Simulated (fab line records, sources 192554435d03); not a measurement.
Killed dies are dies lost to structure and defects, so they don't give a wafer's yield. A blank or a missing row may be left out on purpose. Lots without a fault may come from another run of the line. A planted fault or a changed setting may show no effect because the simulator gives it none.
Which tool did it? | flow n5_finfet | 10 lots, 30 wafers sampled, at 4 steps of a route of 1938

WHAT THE GAUGES READ, wafer by wafer
N5_BEOL_M3_THK_MEAS_01.
lot  | measured     | on            | M3_ILD_THK (nm)
L974 | day 7 06:08  | film_metro-01 | 79.6 80.7 79.4
L975 | day 7 14:11  | film_metro-01 | 78.3 79.9 80.6
L976 | day 7 21:11  | film_metro-01 | 79.1 77.9 78.5
L982 | day 9 14:47  | film_metro-01 | 79.7 80.5 80.1
L990 | day 11 12:16 | film_metro-02 | 78.5 80.9 80.9
L993 | day 12 01:32 | film_metro-02 | 77.8 78.7 81.2
L994 | day 12 05:50 | film_metro-02 | 79.0 79.4 81.0
L995 | day 12 20:14 | film_metro-02 | 77.5 77.4 79.1

WHICH TOOL RAN EACH LOT (tool, then ch and the chambers of the sampled wafers, then the start)
lot  | N5_BEOL_M2_ANNEAL_82         | N5_BEOL_M2_SPUTTER_90        | N5_BEOL_M2_DEP_57
L974 | pvd_sputter-02, day 7 03:26  | pvd_sputter-02, day 7 04:01  | pecvd-02 ch 0,2, day 7 05:56
L975 | pvd_sputter-03, day 7 11:46  | pvd_sputter-03, day 7 12:20  | pecvd-02 ch 0,1,2, day 7 13:59
L976 | pvd_sputter-02, day 7 18:46  | pvd_sputter-02, day 7 19:20  | pecvd-01 ch 0,1,2, day 7 20:59
L982 | pvd_sputter-02, day 9 12:22  | pvd_sputter-02, day 9 12:56  | pecvd-03 ch 1,2, day 9 14:35
L983 | pvd_sputter-03, day 9 17:41  | pvd_sputter-03, day 9 18:16  | pecvd-02 ch 1, day 9 19:55
L984 | pvd_sputter-03, day 9 20:58  | pvd_sputter-03, day 9 21:33  | pecvd-02 ch 0,1, day 9 23:12
L990 | pvd_sputter-01, day 11 09:51 | pvd_sputter-01, day 11 10:26 | pecvd-02 ch 0,1,2, day 11 12:04
L993 | pvd_sputter-02, day 11 22:56 | pvd_sputter-02, day 11 23:35 | pecvd-02 ch 0,1,2, day 12 01:20
L994 | pvd_sputter-02, day 12 03:13 | pvd_sputter-02, day 12 03:52 | pecvd-02 ch 0,1, day 12 05:37
L995 | pvd_sputter-03, day 12 17:46 | pvd_sputter-03, day 12 18:21 | pecvd-02 ch 0,1, day 12 20:02
- N5_BEOL_M2_ANNEAL_82: time 240 s.
- N5_BEOL_M2_SPUTTER_90: material Cu, target thk 4.5 nm, time 8.29 s.
- N5_BEOL_M2_DEP_57: deposits SiCN from 3MS/NH3, target thk 8 nm, time 14 s.

THE ANSWER, worked out from the rows above alone
Rule: what is usual is taken from the lots themselves. Put in order of their means at a reading, lots are off if they are a third of the lots or fewer, leave a main group of 4 or more, and stand apart from it by a gap of 3 or more times the standard deviation of the main group's means; of several such gaps the widest counts. A main group whose means are all the same, to the digits that the tables above print for the reading, isn't used. A lot without any number at a reading at which 4 lots or more have one is off too. The other lots that the step has rows for count as sound.
No lot is off at any reading shown: from this, nothing can be told.

WHAT THE SIMULATOR HAD PUT IN
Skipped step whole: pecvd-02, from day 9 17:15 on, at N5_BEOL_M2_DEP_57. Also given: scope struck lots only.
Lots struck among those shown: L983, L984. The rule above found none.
